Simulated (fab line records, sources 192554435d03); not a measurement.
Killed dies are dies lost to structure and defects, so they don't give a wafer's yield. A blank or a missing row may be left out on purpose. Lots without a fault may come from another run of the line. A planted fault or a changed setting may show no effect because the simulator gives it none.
fab line records | flow n5_finfet
record lots=24 wafers=72 last_day=18
route steps=1938 shown BEOL_M5@1151 BEOL_M6@1194
lots that met no fault: from a run of the same line without faults
start_h: hours from the record's first day to the start of the lot's first wafer shown | wait_h: hours since the lot's step before | " the same as in the row above | L1.1+2: a row that stands for several wafers | - no value, or no start given | * or withheld: withheld | < > ~ a bound
route shown NAME@n: a module of which the file shows steps, and the number in the route of the first | usual: mean/standard deviation of fault-free wafers | same: alike in all rows | chamber/n: place in a boat | sites: the reading at each site | _std_site: their standard deviation | _edge_site: outer sites' mean less inner sites' | radius_mm: how far each site lies from the wafer's centre | mask NAME#n: copy n | behind: the tool/chamber that last shaped the wafer | hold: why the lot was held/for how many hours/how that ended | device: the transistor (n, p or np) that didn't switch | end of line: the same wafers' tests at the end of the route | a step without rows: its recipe alone | killed: dies lost to structure and defects at the first sort, not the wafer's yield | map: a wafer's dies, x killed, . not, _ none there
set.NAME: the setting as run; set.NAME@STEP: as run at that earlier step | model.NAME: the simulator's own value behind a step, which no gauge read
steps of the route over a sample of lots; a table a step, a row a wafer
services: from which hour (start_h, from the record's first day; less than 0 if before it) a tool's chamber was out of use, for how many hours, and why
## steps
# step N5_BEOL_M5_DESCUM_33
# recipe chemistry=O2 time_s=7 source_power_w=50 bias_power_w=20 pressure_mtorr=20 rf_frequency_hz=2.712e+07 temp_c=40 resist=CAR-EUV o2_flow_sccm=225
# usual drypump_motor_current_A=5.9/0.36 oes_product_au=0.79/0.089 rf_vpp_V=243.5/0.98 showerhead_plenum_p_Torr=2.11/0.036 throttle_valve_pct=20.42/0.22
# columns lot.wafer tool chamber start_h wait_h drypump_motor_current_A oes_product_au rf_hours_counter_h rf_vpp_V showerhead_plenum_p_Torr throttle_valve_pct
L074.2 rie_diel-02 1 174.10 0.0 6.4 0.74 172 244.6 2.08 20.64
L074.3 " 0 " " 5.4 0.81 77 243.8 2.11 20.32
L074.4 " 2 " " 6.3 0.99 3 243.9 2.14 20.43
L075.1 rie_diel-02 2 174.59 0.3 6.3 0.99 4 242.7 2.14 20.44
L075.2 " 3 " " 5.6 0.75 147 241.6 2.09 20.19
L075.3 " 0 " " 5.4 0.81 78 244.0 2.11 20.31
L076.1 rie_diel-05 2 181.30 0.0 5.5 0.82 63 242.9 2.13 20.38
L076.2 " 1 " " 5.8 0.88 38 242.9 2.13 20.02
L076.5 " 0 " " 6.1 0.88 - 244.3 2.14 20.58
L077.3 rie_diel-01 2 190.32 0.2 5.5 0.68 214 243.3 2.16 20.75
L077.4 " 1 " " 5.9 0.68 - 243.0 2.06 20.38
L077.6 " 0 " " 6.3 0.66 - 244.3 2.15 20.34
L078.4 rie_diel-02 1 197.53 0.2 6.4 0.73 - 243.9 2.08 20.67
L078.5 " 0 " " 5.5 0.80 - 243.2 2.11 20.31
L078.6 " 2 " " 6.3 0.95 - 244.6 2.14 20.43
L080.1 rie_diel-02 1 205.68 0.6 6.4 0.73 183 241.9 2.07 20.66
L080.3 " 3 " " 5.7 0.73 154 243.8 2.09 20.18
L080.4 " 0 " " 5.4 0.80 89 242.9 2.10 20.32
L079.2 rie_diel-05 3 207.90 0.4 6.0 0.69 229 243.3 2.16 20.45
L079.3 " 1 " " 5.9 0.86 47 243.2 2.12 20.06
L079.6 " 2 " " 5.5 0.81 - 244.4 2.12 20.39
L081.1 rie_diel-02 2 214.42 0.0 6.3 0.93 17 244.5 2.13 20.45
L081.2 " 1 " " 6.3 0.73 185 242.5 2.07 20.67
L081.6 " 2 " " 6.3 0.93 - 243.0 2.13 20.46
L082.2 rie_diel-02 1 217.53 0.2 6.3 0.72 186 242.2 2.07 20.67
L082.4 " 3 " " 5.7 0.73 157 242.6 2.09 20.20
L082.5 " 0 " " 5.4 0.79 - 243.8 2.10 20.35
L084.1 rie_diel-02 0 224.33 0.3 5.4 0.79 95 242.9 2.10 20.35
L084.5 " 0 " " 5.5 0.79 - 243.5 2.10 20.34
L084.6 " 3 " " 5.6 0.73 - 241.8 2.09 20.21
L083.3 rie_diel-01 3 229.84 0.0 5.8 0.78 130 241.2 2.01 20.69
L083.4 " 1 " " 5.9 0.66 248 243.7 2.05 20.40
L083.5 " 1 " " 5.9 0.66 - 241.1 2.05 20.42
L085.2 rie_diel-01 2 235.30 0.3 5.5 0.67 232 244.2 2.15 20.79
L085.4 " 2 " " 5.5 0.67 - 244.4 2.15 20.77
L085.5 " 0 " " 6.3 0.95 - 244.5 2.15 19.99
L086.2 rie_diel-01 2 245.94 0.0 5.5 0.66 236 245.6 2.15 20.80
L086.3 " 3 " " 5.8 0.78 136 242.4 2.01 20.70
L086.6 " 2 " " 5.5 0.67 - 243.7 2.15 20.79
L087.2 rie_diel-02 0 260.65 0.0 5.4 0.80 105 246.2 2.10 20.36
L087.3 " 3 " " 5.7 0.72 171 243.8 2.09 20.22
L087.5 " 2 " " 6.3 0.91 - 243.2 2.13 20.46
L088.1 rie_diel-05 0 262.92 0.0 6.1 0.83 67 244.8 2.13 20.63
L088.4 " 3 " " 6.0 0.69 245 243.4 2.15 20.49
L088.5 " 1 " " 5.9 0.84 - 244.1 2.12 20.06
L090.2 rie_diel-02 1 265.88 0.0 6.4 0.72 201 243.2 2.07 20.69
L090.3 " 2 " " 6.3 0.90 33 244.2 2.13 20.47
L090.5 " 2 " " 6.3 0.91 - 243.7 2.13 20.47
L092.1 rie_diel-05 2 268.24 0.0 5.5 0.79 87 242.7 2.12 20.42
L092.2 " 1 " " 5.9 0.85 61 243.7 2.12 20.06
L092.3 " 0 " " 6.1 0.84 68 244.9 2.13 20.61
L089.2 rie_diel-02 3 269.84 0.0 5.6 0.72 174 242.2 2.09 20.21
L089.3 " 1 " " 6.4 0.71 202 243.4 2.07 20.68
L089.6 " 1 " " 6.4 0.72 - 243.0 2.07 20.68
L091.1 rie_diel-01 0 271.70 0.0 6.3 0.92 18 242.4 2.14 20.01
L091.4 " 2 " " 5.5 0.66 245 245.1 2.15 20.81
L091.5 " 3 " " 5.8 0.77 - 242.1 2.01 20.71
L093.3 rie_diel-05 0 287.90 0.2 6.1 0.83 75 243.5 2.12 20.62
L093.5 " 0 " " 6.1 0.82 - 243.6 2.12 20.62
L093.6 " 2 " " 5.5 0.79 - 243.1 2.12 20.43
L094.1 rie_diel-05 2 290.18 0.0 5.5 0.80 95 244.4 2.12 20.41
L094.4 " 2 " " 5.5 0.78 - 243.7 2.12 20.42
L094.5 " 0 " " 6.1 0.83 - 242.8 2.12 20.62
L096.1 rie_diel-05 0 304.35 0.0 6.1 0.82 81 243.5 2.12 20.64
L096.2 " 3 " " 6.0 0.93 2 244.2 2.15 20.11
L096.4 " 2 " " 5.5 0.78 100 245.1 2.11 20.44
L095.2 rie_diel-02 0 312.17 0.3 5.4 0.76 121 242.0 2.09 20.38
L095.4 " 3 " " 5.6 0.71 186 243.4 2.08 20.25
L095.6 " 3 " " 5.6 0.71 - 244.0 2.08 20.23
L097.2 rie_diel-02 3 312.67 0.3 5.6 0.70 187 243.2 2.08 20.25
L097.4 " 1 " " 6.3 0.70 216 242.8 2.06 20.71
L097.5 " 2 " " 6.3 0.88 - 244.1 2.12 20.51
# step N5_BEOL_M5_ETCH_75
# recipe chemistry=N2/H2 target=underlayer target_depth_a=65 mask_material=CAR-EUV time_s=5.2 ion_energy_ev=200 pressure_mtorr=30 source_w=840 bias_w=150 n2_flow_sccm=200 h2_flow_sccm=200 ends=cleared
# usual drypump_motor_current_A=5.9/0.36 etch_rf_on_time_s=5.14/0.099 oes_product_au=0.68/0.076 rf_vpp_V=524.5/1.7 showerhead_plenum_p_Torr=2.56/0.04 throttle_valve_pct=17.86/0.26
# columns lot.wafer tool chamber start_h wait_h drypump_motor_current_A etch_rf_on_time_s oes_product_au rf_hours_counter_h rf_vpp_V showerhead_plenum_p_Torr throttle_valve_pct
L074.2 rie_diel-02 1 174.13 0.0 6.4 5.04 0.63 172 524.9 2.54 18.20
L074.3 " 0 " " 5.4 5.13 0.69 77 524.2 2.58 17.82
L074.4 " 2 " " 6.3 5.00 0.85 3 527.8 2.60 17.73
L075.1 rie_diel-02 2 174.62 0.0 6.3 4.99 0.85 4 526.3 2.60 17.74
L075.2 " 3 " " 5.7 5.16 0.64 147 522.8 2.55 17.66
L075.3 " 0 " " 5.5 5.12 0.69 78 525.0 2.58 17.81
L076.1 rie_diel-05 2 181.33 0.0 5.5 5.16 0.71 63 525.4 2.58 17.74
L076.2 " 1 " " 5.9 5.17 0.75 38 525.8 2.58 17.39
L076.5 " 0 " " 6.1 5.04 0.75 - 526.1 2.59 17.90
L077.3 rie_diel-01 2 190.36 0.0 5.5 5.12 0.59 214 525.7 2.62 18.21
L077.4 " 1 " " 5.9 5.21 0.58 - 523.3 2.51 17.82
L077.6 " 0 " " 6.3 5.27 0.56 - 527.1 2.60 17.76
L078.4 rie_diel-02 1 197.56 0.0 6.4 5.11 0.63 - 526.0 2.53 18.21
L078.5 " 0 " " 5.4 5.22 0.67 - 524.2 2.57 17.82
L078.6 " 2 " " 6.3 4.94 0.82 - 527.2 2.59 17.70
L080.1 rie_diel-02 1 205.72 0.0 6.3 5.07 0.63 183 522.8 2.53 18.23
L080.3 " 3 " " 5.7 5.18 0.63 154 523.3 2.54 17.70
L080.4 " 0 " " 5.4 5.12 0.69 89 524.6 2.57 17.85
L079.2 rie_diel-05 3 207.94 0.0 6.0 5.27 0.59 229 526.6 2.63 17.93
L079.3 " 1 " " 5.9 5.25 0.73 47 525.6 2.58 17.43
L079.6 " 2 " " 5.5 5.24 0.68 - 525.7 2.58 17.81
L081.1 rie_diel-02 2 214.45 0.0 6.3 4.92 0.80 17 526.9 2.59 17.77
L081.2 " 1 " " 6.4 5.01 0.63 185 525.2 2.53 18.23
L081.6 " 2 " " 6.3 4.87 0.81 - 523.4 2.59 17.74
L082.2 rie_diel-02 1 217.57 0.0 6.4 5.08 0.61 186 525.9 2.53 18.22
L082.4 " 3 " " 5.7 5.16 0.64 157 524.6 2.54 17.66
L082.5 " 0 " " 5.5 5.13 0.68 - 524.1 2.57 17.82
L084.1 rie_diel-02 0 224.36 0.0 5.4 5.10 0.67 95 527.8 2.57 17.84
L084.5 " 0 " " 5.5 5.16 0.68 - 522.5 2.57 17.86
L084.6 " 3 " " 5.7 5.16 0.63 - 524.9 2.54 17.70
L083.3 rie_diel-01 3 229.88 0.0 5.8 5.22 0.67 130 523.6 2.45 18.15
L083.4 " 1 " " 5.9 5.33 0.57 248 521.3 2.50 17.90
L083.5 " 1 " " 5.9 5.27 0.57 - 523.5 2.50 17.83
L085.2 rie_diel-01 2 235.33 0.0 5.5 5.25 0.57 232 526.4 2.62 18.25
L085.4 " 2 " " 5.5 5.22 0.57 - 525.5 2.62 18.22
L085.5 " 0 " " 6.3 5.12 0.82 - 526.9 2.60 17.35
L086.2 rie_diel-01 2 245.97 0.0 5.5 5.27 0.57 236 523.6 2.61 18.25
L086.3 " 3 " " 5.8 5.18 0.67 136 519.2 2.45 18.16
L086.6 " 2 " " 5.5 5.23 0.57 - 523.5 2.61 18.24
L087.2 rie_diel-02 0 260.69 0.0 5.4 5.16 0.65 105 524.5 2.57 17.86
L087.3 " 3 " " 5.7 5.25 0.61 171 522.1 2.53 17.72
L087.5 " 2 " " 6.3 4.98 0.77 - 525.3 2.58 17.79
L088.1 rie_diel-05 0 262.96 0.0 6.1 5.13 0.72 67 523.2 2.58 17.99
L088.4 " 3 " " 6.0 5.34 0.58 245 523.9 2.62 17.96
L088.5 " 1 " " 5.9 5.23 0.73 - 524.6 2.57 17.48
L090.2 rie_diel-02 1 265.91 0.0 6.4 5.08 0.61 201 523.2 2.52 18.26
L090.3 " 2 " " 6.3 4.98 0.77 33 524.4 2.59 17.78
L090.5 " 2 " " 6.3 4.97 0.79 - 522.0 2.59 17.78
L092.1 rie_diel-05 2 268.28 0.0 5.5 5.22 0.67 88 524.9 2.57 17.83
L092.2 " 1 " " 5.9 5.23 0.72 61 524.7 2.57 17.45
L092.3 " 0 " " 6.1 5.04 0.73 68 525.6 2.58 18.00
L089.2 rie_diel-02 3 269.88 0.0 5.7 5.16 0.61 174 525.4 2.53 17.71
L089.3 " 1 " " 6.4 5.04 0.62 202 522.3 2.52 18.27
L089.6 " 1 " " 6.4 5.03 0.62 - 520.4 2.52 18.24
L091.1 rie_diel-01 0 271.74 0.0 6.3 5.10 0.80 18 526.8 2.59 17.33
L091.4 " 2 " " 5.5 5.20 0.58 245 524.6 2.61 18.26
L091.5 " 3 " " 5.8 5.15 0.65 - 520.1 2.44 18.14
L093.3 rie_diel-05 0 287.94 0.0 6.1 5.05 0.72 75 523.9 2.57 18.00
L093.5 " 0 " " 6.1 5.05 0.71 - 524.0 2.58 18.00
L093.6 " 2 " " 5.5 5.17 0.67 - 524.7 2.57 17.81
L094.1 rie_diel-05 2 290.22 0.0 5.5 5.19 0.67 95 521.9 2.57 17.83
L094.4 " 2 " " 5.5 5.17 0.67 - 524.9 2.57 17.84
L094.5 " 0 " " 6.1 5.04 0.70 - 524.5 2.57 18.01
L096.1 rie_diel-05 0 304.38 0.0 6.1 5.06 0.72 81 525.3 2.57 18.01
L096.2 " 3 " " 6.0 5.17 0.81 2 525.9 2.62 17.54
L096.4 " 2 " " 5.5 5.20 0.67 100 525.0 2.57 17.82
L095.2 rie_diel-02 0 312.20 0.0 5.4 5.27 0.64 121 525.2 2.56 17.93
L095.4 " 3 " " 5.7 5.22 0.61 186 524.0 2.53 17.72
L095.6 " 3 " " 5.6 5.20 0.61 - 524.1 2.53 17.71
L097.2 rie_diel-02 3 312.70 0.0 5.6 5.27 0.60 187 522.9 2.53 17.73
L097.4 " 1 " " 6.3 5.12 0.59 216 522.3 2.52 18.29
L097.5 " 2 " " 6.3 5.03 0.75 - 524.9 2.58 17.79
# step N5_BEOL_M5_VIA_ETCH_34
# recipe chemistry=C4F6/O2 target=SiCOH_lowk target_depth_a=883 mask_material=SOC taper_deg=4 time_s=39.2 ion_energy_ev=250 pressure_mtorr=30 source_w=345 bias_w=185 Ar_flow_sccm=300 C4F6_flow_sccm=10 O2_flow_sccm=10
# usual drypump_motor_current_A=5.9/0.35 oes_product_au=0.80/0.09 rf_vpp_V=666/5.1 showerhead_plenum_p_Torr=2.87/0.045 throttle_valve_pct=20.88/0.22
# columns lot.wafer tool chamber start_h wait_h drypump_motor_current_A oes_product_au rf_hours_counter_h rf_vpp_V showerhead_plenum_p_Torr throttle_valve_pct
L074.2 rie_diel-02 1 174.28 0.0 6.4 0.75 172 666 2.83 21.12
L074.3 " 0 " " 5.4 0.81 77 660 2.88 20.85
L074.4 " 2 " " 6.3 0.99 3 665 2.91 20.93
L075.1 rie_diel-02 2 174.77 0.0 6.3 0.99 4 666 2.91 20.93
L075.2 " 3 " " 5.7 0.75 147 666 2.85 20.63
L075.3 " 0 " " 5.4 0.81 78 659 2.88 20.84
L076.1 rie_diel-05 2 181.48 0.0 5.5 0.82 63 674 2.88 20.77
L076.2 " 1 " " 5.9 0.87 38 665 2.90 20.53
L076.5 " 0 " " 6.1 0.88 - 661 2.90 21.00
L077.3 rie_diel-01 2 190.50 0.0 5.5 0.68 214 677 2.92 21.13
L077.4 " 1 " " 5.9 0.68 - 659 2.81 20.89
L077.6 " 0 " " 6.3 0.66 - 672 2.91 20.75
L078.4 rie_diel-02 1 197.71 0.0 6.4 0.74 - 666 2.83 21.12
L078.5 " 0 " " 5.4 0.80 - 660 2.88 20.86
L078.6 " 2 " " 6.3 0.96 - 665 2.91 20.93
L080.1 rie_diel-02 1 205.86 0.0 6.4 0.73 183 666 2.83 21.13
L080.3 " 3 " " 5.6 0.73 154 668 2.85 20.65
L080.4 " 0 " " 5.5 0.80 89 658 2.88 20.85
L079.2 rie_diel-05 3 208.08 0.0 6.0 0.69 229 669 2.93 20.89
L079.3 " 1 " " 5.9 0.87 47 665 2.90 20.54
L079.6 " 2 " " 5.5 0.81 - 675 2.88 20.76
L081.1 rie_diel-02 2 214.60 0.0 6.3 0.95 18 666 2.91 20.95
L081.2 " 1 " " 6.4 0.74 185 666 2.83 21.12
L081.6 " 2 " " 6.3 0.94 - 667 2.91 20.95
L082.2 rie_diel-02 1 217.71 0.0 6.4 0.74 186 667 2.83 21.13
L082.4 " 3 " " 5.7 0.73 157 667 2.85 20.67
L082.5 " 0 " " 5.4 0.80 - 659 2.87 20.85
L084.1 rie_diel-02 0 224.51 0.0 5.5 0.79 95 660 2.87 20.86
L084.5 " 0 " " 5.4 0.79 - 659 2.87 20.87
L084.6 " 3 " " 5.7 0.73 - 666 2.85 20.67
L083.3 rie_diel-01 3 230.02 0.0 5.8 0.78 130 667 2.74 21.12
L083.4 " 1 " " 6.0 0.66 249 661 2.80 20.92
L083.5 " 1 " " 6.0 0.67 - 660 2.80 20.92
L085.2 rie_diel-01 2 235.48 0.0 5.5 0.67 232 678 2.91 21.18
L085.4 " 2 " " 5.5 0.67 - 678 2.91 21.16
L085.5 " 0 " " 6.3 0.97 - 671 2.91 20.41
L086.2 rie_diel-01 2 246.12 0.0 5.5 0.67 236 677 2.91 21.16
L086.3 " 3 " " 5.8 0.77 136 668 2.74 21.12
L086.6 " 2 " " 5.5 0.67 - 678 2.91 21.15
L087.2 rie_diel-02 0 260.83 0.0 5.4 0.77 105 658 2.87 20.88
L087.3 " 3 " " 5.7 0.73 171 666 2.84 20.69
L087.5 " 2 " " 6.3 0.91 - 667 2.90 20.96
L088.1 rie_diel-05 0 263.10 0.0 6.1 0.85 67 660 2.89 21.05
L088.4 " 3 " " 6.0 0.68 245 668 2.92 20.91
L088.5 " 1 " " 5.9 0.85 - 664 2.89 20.55
L090.2 rie_diel-02 1 266.06 0.0 6.3 0.72 201 665 2.82 21.14
L090.3 " 2 " " 6.3 0.91 33 665 2.90 20.98
L090.5 " 2 " " 6.3 0.90 - 665 2.90 20.96
L092.1 rie_diel-05 2 268.42 0.0 5.5 0.80 88 672 2.87 20.79
L092.2 " 1 " " 5.9 0.85 61 663 2.89 20.57
L092.3 " 0 " " 6.1 0.85 68 662 2.89 21.04
L089.2 rie_diel-02 3 270.02 0.0 5.7 0.72 174 668 2.84 20.68
L089.3 " 1 " " 6.4 0.71 202 665 2.82 21.16
L089.6 " 1 " " 6.3 0.72 - 666 2.82 21.15
L091.1 rie_diel-01 0 271.88 0.0 6.4 0.92 18 673 2.90 20.42
L091.4 " 2 " " 5.5 0.66 245 677 2.91 21.16
L091.5 " 3 " " 5.8 0.76 - 667 2.73 21.13
L093.3 rie_diel-05 0 288.08 0.0 6.1 0.83 75 661 2.88 21.04
L093.5 " 0 " " 6.1 0.83 - 659 2.88 21.05
L093.6 " 2 " " 5.5 0.78 - 673 2.87 20.82
L094.1 rie_diel-05 2 290.36 0.0 5.5 0.79 95 674 2.87 20.83
L094.4 " 2 " " 5.5 0.78 - 673 2.87 20.79
L094.5 " 0 " " 6.1 0.83 - 661 2.88 21.05
L096.1 rie_diel-05 0 304.53 0.0 6.1 0.83 81 661 2.88 21.05
L096.2 " 3 " " 6.0 0.95 2 668 2.92 20.56
L096.4 " 2 " " 5.5 0.78 100 674 2.86 20.82
L095.2 rie_diel-02 0 312.35 0.0 5.4 0.76 121 659 2.86 20.91
L095.4 " 3 " " 5.7 0.72 187 665 2.83 20.71
L095.6 " 3 " " 5.7 0.71 - 667 2.83 20.69
L097.2 rie_diel-02 3 312.85 0.0 5.7 0.72 187 666 2.83 20.71
L097.4 " 1 " " 6.3 0.71 216 667 2.81 21.18
L097.5 " 2 " " 6.3 0.89 - 666 2.89 20.99
# step N5_BEOL_M6_ILD_DEP_00
# recipe material=SiCOH_lowk target_thk_a=1797.5 temp_c=300 precursor=DEMS/porogen pressure_torr=5 rf_w=500 time_s=33.4
# usual heater_power_w=310/72 showerhead_plenum_p_Torr=5.732/0.014 throttle_valve_pct=13.7/0.66
# columns lot.wafer tool chamber start_h wait_h heater_power_w showerhead_plenum_p_Torr throttle_valve_pct
L074.2 pecvd-01 0 182.81 0.0 235 5.726 14.6
L074.3 " 1 " " 229 5.719 13.9
L074.4 " 1 " " 230 5.722 13.4
L075.1 pecvd-01 2 183.56 0.0 260 5.740 12.3
L075.2 " 1 " " 181 5.725 13.4
L075.3 " 0 " " 271 5.722 14.9
L076.1 pecvd-01 1 188.47 0.0 208 5.711 13.5
L076.2 " 2 " " 321 5.745 12.4
L076.5 " 1 " " 206 5.725 13.4
L077.3 pecvd-04 1 197.56 0.0 404 5.733 13.4
L077.4 " 0 " " 301 5.753 14.0
L077.6 " 2 " " 357 5.709 13.6
L078.4 pecvd-01 1 204.76 0.1 201 5.712 13.7
L078.5 " 0 " " 233 5.732 14.4
L078.6 " 2 " " 293 5.737 12.3
L080.1 pecvd-01 2 214.00 0.0 266 5.753 12.4
L080.3 " 1 " " 229 5.720 13.5
L080.4 " 2 " " 276 5.741 12.6
L079.2 pecvd-02 1 215.96 0.0 268 5.741 13.8
L079.3 " 0 " " 334 5.742 13.9
L079.6 " 1 " " 273 5.716 14.1
L081.1 pecvd-01 0 223.25 0.0 240 5.714 14.7
L081.2 " 2 " " 312 5.745 12.5
L081.6 " 0 " " 249 5.723 14.9
L082.2 pecvd-04 1 225.59 0.0 401 5.731 13.2
L082.4 " 2 " " 416 5.708 13.5
L082.5 " 1 " " 403 5.739 13.4
L084.1 pecvd-02 2 233.76 0.0 400 5.737 13.5
L084.5 " 1 " " 283 5.727 13.9
L084.6 " 2 " " 409 5.738 13.8
L083.3 pecvd-02 2 239.32 0.0 425 5.748 13.7
L083.4 " 1 " " 269 5.739 14.0
L083.5 " 2 " " 432 5.743 13.8
L085.2 pecvd-01 0 243.42 0.0 235 5.719 14.9
L085.4 " 2 " " 271 5.749 12.2
L085.5 " 1 " " 212 5.715 13.6
L086.2 pecvd-01 0 253.04 0.0 275 5.733 14.9
L086.3 " 2 " " 264 5.746 12.4
L086.6 " 0 " " 273 5.726 14.5
L087.2 pecvd-02 0 268.77 0.0 344 5.728 13.8
L087.3 " 2 " " 438 5.745 13.5
L087.5 " 0 " " 334 5.729 13.9
L088.1 pecvd-04 1 271.52 0.0 411 5.732 13.4
L088.4 " 1 " " 411 5.721 13.5
L088.5 " 2 " " 408 5.712 13.6
L090.2 pecvd-04 1 273.52 0.0 385 5.726 13.6
L090.3 " 2 " " 393 5.705 13.2
L090.5 " 0 " " 358 5.747 14.2
L092.1 pecvd-02 0 276.25 0.0 353 5.726 13.9
L092.2 " 2 " " 416 5.735 13.8
L092.3 " 1 " " 278 5.721 14.2
L089.2 pecvd-01 2 277.48 0.0 311 5.728 12.5
L089.3 " 1 " " 206 5.717 13.7
L089.6 " 2 " " 323 5.750 12.3
L091.1 pecvd-02 1 279.49 0.0 271 5.746 13.9
L091.4 " 2 " " 429 5.736 13.6
L091.5 " 0 " " 301 5.747 14.2
L093.3 pecvd-02 1 296.63 0.0 276 5.739 14.1
L093.5 " 1 " " 284 5.719 14.1
L093.6 " 2 " " 398 5.748 13.9
L094.1 pecvd-04 0 298.50 0.0 355 5.736 14.0
L094.4 " 2 " " 436 5.723 13.5
L094.5 " 0 " " 351 5.741 13.9
L096.1 pecvd-02 2 312.16 0.0 427 5.741 13.9
L096.2 " 1 " " 254 5.725 13.9
L096.4 " 1 " " 256 5.723 14.1
L095.2 pecvd-01 2 323.55 0.0 280 5.749 12.6
L095.4 " 1 " " 174 5.709 13.4
L095.6 " 2 " " 289 5.752 12.6
L097.2 pecvd-02 1 332.21 0.0 250 5.746 14.0
L097.4 " 1 " " 270 5.728 13.9
L097.5 " 0 " " 360 5.744 14.1
# step N5_BEOL_M6_DEGAS_44
# recipe ambient=vacuum temp_c=250 time_s=60
# usual heater_power_w=335/36
# columns lot.wafer tool chamber start_h wait_h heater_power_w
L074.2 pvd_sputter-01 - 188.56 0.4 277
L074.3 " - " " 330
L074.4 " - " " 342
L075.1 pvd_sputter-02 - 188.84 0.3 348
L075.2 " - " " 319
L075.3 " - " " 411
L076.1 pvd_sputter-01 - 194.65 1.6 348
L076.2 " - " " 278
L076.5 " - " " 335
L077.3 pvd_sputter-01 - 201.87 0.7 319
L077.4 " - " " 348
L077.6 " - " " 278
L078.4 pvd_sputter-03 - 208.79 0.2 321
L078.5 " - " " 318
L078.6 " - " " 309
L080.1 pvd_sputter-02 - 219.07 0.8 393
L080.3 " - " " 312
L080.4 " - " " 402
L079.2 pvd_sputter-01 - 222.73 0.5 352
L079.3 " - " " 319
L079.6 " - " " 346
L081.1 pvd_sputter-01 - 229.21 0.4 343
L081.2 " - " " 331
L081.6 " - " " 274
L082.2 pvd_sputter-02 - 233.23 0.3 310
L082.4 " - " " 386
L082.5 " - " " 352
L084.1 pvd_sputter-02 - 238.60 0.3 402
L084.5 " - " " 391
L084.6 " - " " 413
L083.3 pvd_sputter-01 - 247.48 0.3 344
L083.4 " - " " 280
L083.5 " - " " 270
L085.2 pvd_sputter-03 - 249.45 0.3 330
L085.4 " - " " 281
L085.5 " - " " 342
L086.2 pvd_sputter-03 - 257.98 0.2 277
L086.3 " - " " 340
L086.6 " - " " 333
L087.2 pvd_sputter-01 - 273.16 0.3 342
L087.3 " - " " 278
L087.5 " - " " 338
L088.1 pvd_sputter-02 - 276.75 0.3 356
L088.4 " - " " 317
L088.5 " - " " 395
L090.2 pvd_sputter-01 - 279.11 0.8 346
L090.3 " - " " 336
L090.5 " - " " 271
L092.1 pvd_sputter-03 - 281.97 1.7 335
L092.2 " - " " 308
L092.3 " - " " 325
L089.2 pvd_sputter-01 - 283.18 0.2 339
L089.3 " - " " 342
L089.6 " - " " 352
L091.1 pvd_sputter-02 - 283.30 0.4 350
L091.4 " - " " 408
L091.5 " - " " 342
L094.1 pvd_sputter-01 - 302.86 0.5 335
L094.4 " - " " 286
L094.5 " - " " 343
L093.3 pvd_sputter-03 - 305.00 1.9 321
L093.5 " - " " 312
L093.6 " - " " 319
L096.1 pvd_sputter-01 - 323.21 0.5 336
L096.2 " - " " 338
L096.4 " - " " 336
L095.2 pvd_sputter-02 - 332.48 0.5 396
L095.4 " - " " 354
L095.6 " - " " 353
L097.2 pvd_sputter-01 - 337.10 0.5 351
L097.4 " - " " 340
L097.5 " - " " 342
# step N5_BEOL_M6_RS_MEAS_57
# recipe thk_meas_gauge=four-point-probe reads=Cu_of_BEOL_M6_ECD_50+Co_of_BEOL_M6_CVD_78+TaN_of_BEOL_M6_ALD_77
# usual M6_RS=0.284/0.0057
# columns lot.wafer tool chamber start_h wait_h M6_RS[ohm/sq]
L074.2 film_metro-02 - 191.53 0.1 0.280
L074.3 " - " " 0.290
L074.4 " - " " 0.294
L075.1 film_metro-02 - 191.99 0.1 0.281
L075.2 " - " " 0.281
L075.3 " - " " 0.285
L076.1 film_metro-01 - 196.21 0.1 0.283
L076.2 " - " " 0.281
L076.5 " - " " 0.277
L077.3 film_metro-02 - 203.91 0.1 0.284
L077.4 " - " " 0.281
L077.6 " - " " 0.285
L078.4 film_metro-02 - 210.45 0.0 0.284
L078.5 " - " " 0.290
L078.6 " - " " 0.285
L080.1 film_metro-01 - 221.92 0.1 0.283
L080.3 " - " " 0.282
L080.4 " - " " 0.281
L079.2 film_metro-01 - 224.41 0.1 0.290
L079.3 " - " " 0.275
L079.6 " - " " 0.274
L081.1 film_metro-02 - 231.29 0.1 0.278
L081.2 " - " " 0.286
L081.6 " - " " 0.288
L082.2 film_metro-01 - 236.15 0.1 0.288
L082.4 " - " " 0.289
L082.5 " - " " 0.288
L084.1 film_metro-01 - 241.49 0.1 0.280
L084.5 " - " " 0.279
L084.6 " - " " 0.279
L083.3 film_metro-02 - 250.27 0.1 0.285
L083.4 " - " " 0.283
L083.5 " - " " 0.297
L085.2 film_metro-02 - 251.41 0.1 0.276
L085.4 " - " " 0.287
L085.5 " - " " 0.291
L086.2 film_metro-01 - 260.29 0.1 0.285
L086.3 " - " " 0.288
L086.6 " - " " 0.288
L087.2 film_metro-02 - 277.34 0.1 0.288
L087.3 " - " " 0.287
L087.5 " - " " 0.286
L088.1 film_metro-01 - 279.11 0.1 0.282
L088.4 " - " " 0.286
L088.5 " - " " 0.294
L090.2 film_metro-02 - 280.69 0.1 0.278
L090.3 " - " " 0.286
L090.5 " - " " 0.275
L092.1 film_metro-01 - 283.57 0.1 0.288
L092.2 " - " " 0.282
L092.3 " - " " 0.284
L089.2 film_metro-01 - 285.34 0.1 0.284
L089.3 " - " " 0.294
L089.6 " - " " 0.280
L091.1 film_metro-01 - 285.70 0.1 0.277
L091.4 " - " " 0.280
L091.5 " - " " 0.288
L094.1 film_metro-02 - 305.85 0.1 0.279
L094.4 " - " " 0.280
L094.5 " - " " 0.282
L093.3 film_metro-01 - 306.56 0.1 0.272
L093.5 " - " " 0.277
L093.6 " - " " 0.276
L096.1 film_metro-02 - 325.79 0.1 0.291
L096.2 " - " " 0.280
L096.4 " - " " 0.279
L095.2 film_metro-02 - 334.58 0.1 0.287
L095.4 " - " " 0.285
L095.6 " - " " 0.293
L097.2 film_metro-01 - 338.85 0.1 0.289
L097.4 " - " " 0.291
L097.5 " - " " 0.286
## services
# columns tool chamber start_h hours kind
rie_diel-02 3 191.01 10.1 repair
rie_diel-01 0 196.11 - clean
rie_diel-01 0 196.11 - consumable_replace:focus_ring
rie_diel-01 0 196.11 21.7 scheduled_down
rie_diel-01 0 196.11 21.7 vent_cycle
pecvd-04 - 200.20 0.3 repair
rie_diel-05 1 210.89 6.7 repair
rie_diel-01 1 233.89 - clean
rie_diel-01 1 233.89 - consumable_replace:focus_ring
rie_diel-01 1 233.89 18.3 scheduled_down
rie_diel-01 1 233.89 18.3 vent_cycle
pecvd-01 2 234.74 4.8 repair
pecvd-02 0 253.33 6.3 repair
pecvd-04 0 254.36 4.9 repair
rie_diel-02 - 275.29 0.6 repair
rie_diel-05 3 281.88 - clean
rie_diel-05 3 281.88 - consumable_replace:focus_ring
rie_diel-05 3 281.88 15.8 scheduled_down
rie_diel-05 3 281.88 15.8 vent_cycle
rie_diel-02 - 303.01 0.5 repair
pecvd-01 - 310.45 1.7 repair
rie_diel-01 0 311.36 5.4 repair
pecvd-02 - 316.35 6.0 pm
pvd_sputter-02 - 335.43 2.0 repair
## key
fault none
